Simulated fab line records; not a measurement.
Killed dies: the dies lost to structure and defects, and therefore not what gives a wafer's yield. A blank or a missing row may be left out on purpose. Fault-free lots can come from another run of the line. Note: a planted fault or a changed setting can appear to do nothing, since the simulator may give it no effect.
Struck lot and sound lot, side by side :: flow nand harc :: 14 out of 1159 route steps
Sound: these wafers, L614.2, L614.4, L614.5. Struck: wafers L624.1, L624.4, L624.6. The cause is named last.
Per side, at each step with rows, come the tool, then ch with its chambers, and then its first start. Under that, the readings that differ: sound wafers :: struck wafers :: difference of the means :: sigmas: that difference in standard deviations of wafers without a fault.
alike: a reading whose means differ by less than 2 such deviations, as well as words and numbers matching on both sides. not compared: withheld readings; readings where some wafer has no value; bounds like >300 that might hide an equal value; numbers whose values overlap and for which the record gives no deviation.
Wherever a step has rows on one side only, a row that says differs or no value, or a row with sigmas, the two part there. Non-overlapping numbers with no deviation appear without sigmas and do not part them. A reading that every wafer of one side lacks parts them only if that side has two wafers or more.

NHARC_A_ZERO_WELL_INSPECT_17:
  sound on defect inspect-01 at day 7 06:55; struck on defect inspect-02 at day 9 21:05
  alike: raw defect count
then, 3 steps without rows for these wafers: NHARC_A_SOURCE_PLATE_PRECLEAN_00 (cleans in HF-LAST, time 60 s); NHARC_A_SOURCE_PLATE_SRD_01; NHARC_A_SOURCE_PLATE_OXIDE_02 (material SiO2, target thk 10 nm, ox time 1362 s).
NHARC_A_SOURCE_PLATE_THK_MEAS_09: measures by ellipsometry.
  sound on film metro-02 at day 7 15:19; struck on film metro-02 at day 10 04:35
  alike: thk nm
then, 3 steps without rows for these wafers: NHARC_A_SOURCE_PLATE_PVD_04 (deposits WSi2, target thk 50 nm); NHARC_A_SOURCE_PLATE_CVD_03 (deposits poly-Si, target thk 200 nm, time 4000 s); NHARC_A_SOURCE_PLATE_ANNEAL_05 (time 1800 s).
NHARC_A_SOURCE_PLATE_THK_MEAS_06: measures by ellipsometry.
  sound on film metro-01 at day 8 04:16; struck on film metro-01 at day 10 17:40
  alike: thk nm
NHARC_A_SOURCE_PLATE_INSPECT_08:
  sound on defect inspect-02 at day 8 04:20; struck on defect inspect-01 at day 10 17:45
  alike: raw defect count
NHARC_A_ONON_D1_DEP_00: target thk 1000 nm.
  sound on pecvd onon-04 ch 0, day 8 04:28; struck on pecvd onon-04 ch 0, day 10 17:49
NHARC_A_ONON_D1_THK_MEAS_02: measures by ellipsometry.
  sound on film metro-01 at day 8 04:55; struck on film metro-02 at day 10 18:20
reading: thk nm (nm)
sound: 1016 1017 1016
struck: 685 687 684
difference: -331
sigmas: -34
following that, 1 step holds no rows for these wafers, namely NHARC_A_ONON_D1_DEP_03 (target thickness 1000 nm).
-- break in the record here, with 11 days between the starts of the struck wafers on either side (left off in module A_ONON_D1, picked up again in module END, where the first step shown is number 1159 on the route) --
NHARC_END_SORT_01:
  only the struck wafers appear in the record here, on prober-01 ch 0 at day 22 00:07; the sound ones have no rows

== WHERE THEY PART ==
Earliest at NHARC_A_ONON_D1_THK_MEAS_02; latest, in this record, at NHARC_END_SORT_01.

WHY: whatever the simulator had introduced
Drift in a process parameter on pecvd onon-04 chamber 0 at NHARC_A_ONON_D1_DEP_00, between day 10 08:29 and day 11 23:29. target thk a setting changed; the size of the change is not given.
